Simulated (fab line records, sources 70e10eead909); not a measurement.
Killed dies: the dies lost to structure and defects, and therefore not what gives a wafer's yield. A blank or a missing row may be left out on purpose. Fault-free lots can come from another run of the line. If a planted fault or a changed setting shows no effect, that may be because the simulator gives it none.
Which tool did it? | flow nand_harc | 13 lots with 39 wafers sampled at 5 steps, on a route of 1302 steps

== WHAT THE GAUGES READ, wafer by wafer ==
NHARC_END_SORT_01.
lot  | measured     | on        | defect_limited_yield (%) | killed_at_array | killed_at_other | killed_at_periphery | killed_dies | killed_open | killed_short
L419 | day 34 12:46 | prober-01 | 95.3 92.3 94.1           | 31 41 35        | 0 2 2           | 1 9 3               | 32 52 40    | 4 4 0       | 0 5 1

== WHICH TOOL RAN EACH LOT (tool, then ch and the chambers of the sampled wafers, then the start) ==
lot  | NHARC_THIN_TSV_PVD_19                   | NHARC_THIN_TSV_PVD_51                   | NHARC_THIN_TSV_ANNEAL_52         | NHARC_THIN_TSV_ETCH_59
L397 | pvd_sputter-02, day 24 13:54 or earlier | pvd_sputter-02, day 24 13:54 or earlier | rtp_anneal-02 ch 0, day 24 13:54 | rie_metal-03 ch 0,1, day 24 15:58
L396 | pvd_sputter-02, day 24 15:02 or earlier | pvd_sputter-02, day 24 15:02 or earlier | rtp_anneal-02 ch 0, day 24 15:02 | rie_metal-02 ch 0,1, day 24 17:16
L398 | pvd_sputter-01, day 24 23:35 or earlier | pvd_sputter-01, day 24 23:35 or earlier | rtp_anneal-01 ch 0, day 24 23:35 | rie_metal-03 ch 0,1, day 25 01:49
L400 | pvd_sputter-01, day 25 20:06 or earlier | pvd_sputter-01, day 25 20:06 or earlier | rtp_anneal-02 ch 0, day 25 20:06 | rie_metal-01 ch 0,1, day 25 22:13
L399 | pvd_sputter-01, day 26 00:34 or earlier | pvd_sputter-01, day 26 00:34 or earlier | rtp_anneal-01 ch 0, day 26 00:34 | rie_metal-03 ch 0,1, day 26 02:41
L403 | pvd_sputter-01, day 27 01:44 or earlier | pvd_sputter-01, day 27 01:44 or earlier | rtp_anneal-01 ch 0, day 27 01:44 | rie_metal-02 ch 0,1, day 27 03:58
L413 | pvd_sputter-03, day 30 03:11 or earlier | pvd_sputter-03, day 30 03:11 or earlier | rtp_anneal-02 ch 0, day 30 03:11 | rie_metal-01 ch 0,1, day 30 05:17
L411 | pvd_sputter-02, day 30 04:26 or earlier | pvd_sputter-02, day 30 04:26 or earlier | rtp_anneal-02 ch 0, day 30 04:26 | rie_metal-02 ch 1, day 30 06:32
L412 | pvd_sputter-02, day 30 10:28 or earlier | pvd_sputter-02, day 30 10:28 or earlier | rtp_anneal-01 ch 0, day 30 10:28 | rie_metal-02 ch 1, day 30 12:43
L414 | pvd_sputter-01, day 31 14:21 or earlier | pvd_sputter-01, day 31 14:21 or earlier | rtp_anneal-01 ch 0, day 31 14:21 | rie_metal-01 ch 0,1, day 31 16:38
L416 | pvd_sputter-02, day 32 17:20 or earlier | pvd_sputter-02, day 32 17:20 or earlier | rtp_anneal-02 ch 0, day 32 17:20 | rie_metal-03 ch 0,1, day 32 19:47
L419 | pvd_sputter-02, day 33 19:56 or earlier | pvd_sputter-02, day 33 19:56 or earlier | rtp_anneal-02 ch 0, day 33 19:56 | rie_metal-02 ch 0,1, day 33 22:01
L417 | pvd_sputter-03, day 33 21:18 or earlier | pvd_sputter-03, day 33 21:18 or earlier | rtp_anneal-02 ch 0, day 33 21:18 | rie_metal-03 ch 0,1, day 33 23:30
- NHARC_THIN_TSV_PVD_19: deposits TaN, target thk 20 nm.
- NHARC_THIN_TSV_PVD_51: deposits Cu, target thk 100 nm.
- NHARC_THIN_TSV_ANNEAL_52: time 90 s.
- NHARC_THIN_TSV_ETCH_59: etches the open film in Cl2/BCl3, target depth 880 nm, time 138.1 s.

== AS READ BY THE TOOLS THEMSELVES (means over the sampled wafers that have a number; for cases with no such wafer, the mark the record gives instead) ==
NHARC_THIN_TSV_PVD_19.
lot  | tool           | throttle_valve_pct (%)
L397 | pvd_sputter-02 | 29.3
L396 | pvd_sputter-02 | 28.7
L398 | pvd_sputter-01 | 30.1
L400 | pvd_sputter-01 | 29.7
L399 | pvd_sputter-01 | 30.6
L403 | pvd_sputter-01 | 29.8
L413 | pvd_sputter-03 | 30.3
L411 | pvd_sputter-02 | 28.5
L412 | pvd_sputter-02 | 28.3
L414 | pvd_sputter-01 | 29.8
L416 | pvd_sputter-02 | 29.1
L419 | pvd_sputter-02 | 28.5
L417 | pvd_sputter-03 | 30.2

NHARC_THIN_TSV_PVD_51.
lot  | tool           | throttle_valve_pct (%)
L397 | pvd_sputter-02 | 28.8
L396 | pvd_sputter-02 | 28.9
L398 | pvd_sputter-01 | 30.0
L400 | pvd_sputter-01 | 30.4
L399 | pvd_sputter-01 | 30.0
L403 | pvd_sputter-01 | 30.4
L413 | pvd_sputter-03 | 30.2
L411 | pvd_sputter-02 | 28.6
L412 | pvd_sputter-02 | 28.2
L414 | pvd_sputter-01 | 30.4
L416 | pvd_sputter-02 | 28.5
L419 | pvd_sputter-02 | 28.2
L417 | pvd_sputter-03 | 29.7

NHARC_THIN_TSV_ANNEAL_52.
lot  | tool          | wafer_temp_C_max
L397 | rtp_anneal-02 | 226.7
L396 | rtp_anneal-02 | 226.8
L398 | rtp_anneal-01 | 226.2
L400 | rtp_anneal-02 | 226.8
L399 | rtp_anneal-01 | 226.2
L403 | rtp_anneal-01 | 226.8
L413 | rtp_anneal-02 | 226.8
L411 | rtp_anneal-02 | 226.8
L412 | rtp_anneal-01 | 225.9
L414 | rtp_anneal-01 | 226.1
L416 | rtp_anneal-02 | 226.4
L419 | rtp_anneal-02 | 226.6
L417 | rtp_anneal-02 | 226.6

NHARC_THIN_TSV_ETCH_59.
lot  | tool         | drypump_motor_current_A (A) | he_backside_leak_sccm (sccm) | oes_product_au (a.u.) | run_length_s (s) | throttle_valve_pct (%)
L397 | rie_metal-03 | 5.1                         | 3.32                         | 1.008                 | 159.4            | 22.266
L396 | rie_metal-02 | 5.8                         | 3.30                         | 0.994                 | 158.7            | 22.266
L398 | rie_metal-03 | 5.2                         | 3.42                         | 1.015                 | 159.5            | 22.265
L400 | rie_metal-01 | 6.3                         | 3.20                         | 0.997                 | 159.4            | 22.272
L399 | rie_metal-03 | 5.1                         | 3.43                         | 1.004                 | 159.5            | 22.259
L403 | rie_metal-02 | 5.7                         | 3.41                         | 0.991                 | 158.9            | 22.265
L413 | rie_metal-01 | 6.3                         | 3.43                         | 1.000                 | 159.6            | 22.273
L411 | rie_metal-02 | 5.5                         | 3.41                         | 0.992                 | 196.5            | 22.258
L412 | rie_metal-02 | 5.5                         | 3.48                         | 0.998                 | 196.3            | 22.261
L414 | rie_metal-01 | 6.3                         | 3.29                         | 1.006                 | 159.5            | 22.269
L416 | rie_metal-03 | 5.1                         | 3.35                         | 1.006                 | 159.3            | 22.264
L419 | rie_metal-02 | 6.0                         | 3.27                         | 0.990                 | 158.9            | 22.258
L417 | rie_metal-03 | 5.0                         | 3.39                         | 1.001                 | 159.5            | 22.262

== THE ANSWER, worked out from the rows above alone ==
Rule: the usual values come from the lots themselves. The widest of any qualifying gaps counts: lots, ordered by their means at a reading, are off when they make up no more than a third of the lots, leave a main group of 4 or more, and stand apart from it by 3 or more times the standard deviation of that group's means. The tables above print the reading to a certain number of digits; a main group whose means all agree to those digits is not used. A lot without any number at a reading at which 4 lots or more have one is off too. Where the step has rows for the other lots, those lots are counted as sound. Order of review: gauges by route order, followed by the tools' own readings, for which a lot's mean as printed above is used. At the first step where some lot is off, the reading lying furthest off is the one used; lots without a number count as furthest.
Off: L411, L412 (NHARC_THIN_TSV_ETCH_59, run_length_s). The main group has a mean of 159.3 s with a standard deviation of 0.29.
A tool fits if, at that step or a process step before it, it ran every lot that is off, and no sound lot after the first of them. Because NHARC_THIN_TSV_PVD_19 lacks a start for some lots, the hours and order of its lots are taken from NHARC_THIN_TSV_ANNEAL_52. Because NHARC_THIN_TSV_PVD_51 lacks a start for some lots, the hours and order of its lots are taken from NHARC_THIN_TSV_ANNEAL_52. None of those tried fits.

== WHAT HAD BEEN PUT IN BY THE SIMULATOR ==
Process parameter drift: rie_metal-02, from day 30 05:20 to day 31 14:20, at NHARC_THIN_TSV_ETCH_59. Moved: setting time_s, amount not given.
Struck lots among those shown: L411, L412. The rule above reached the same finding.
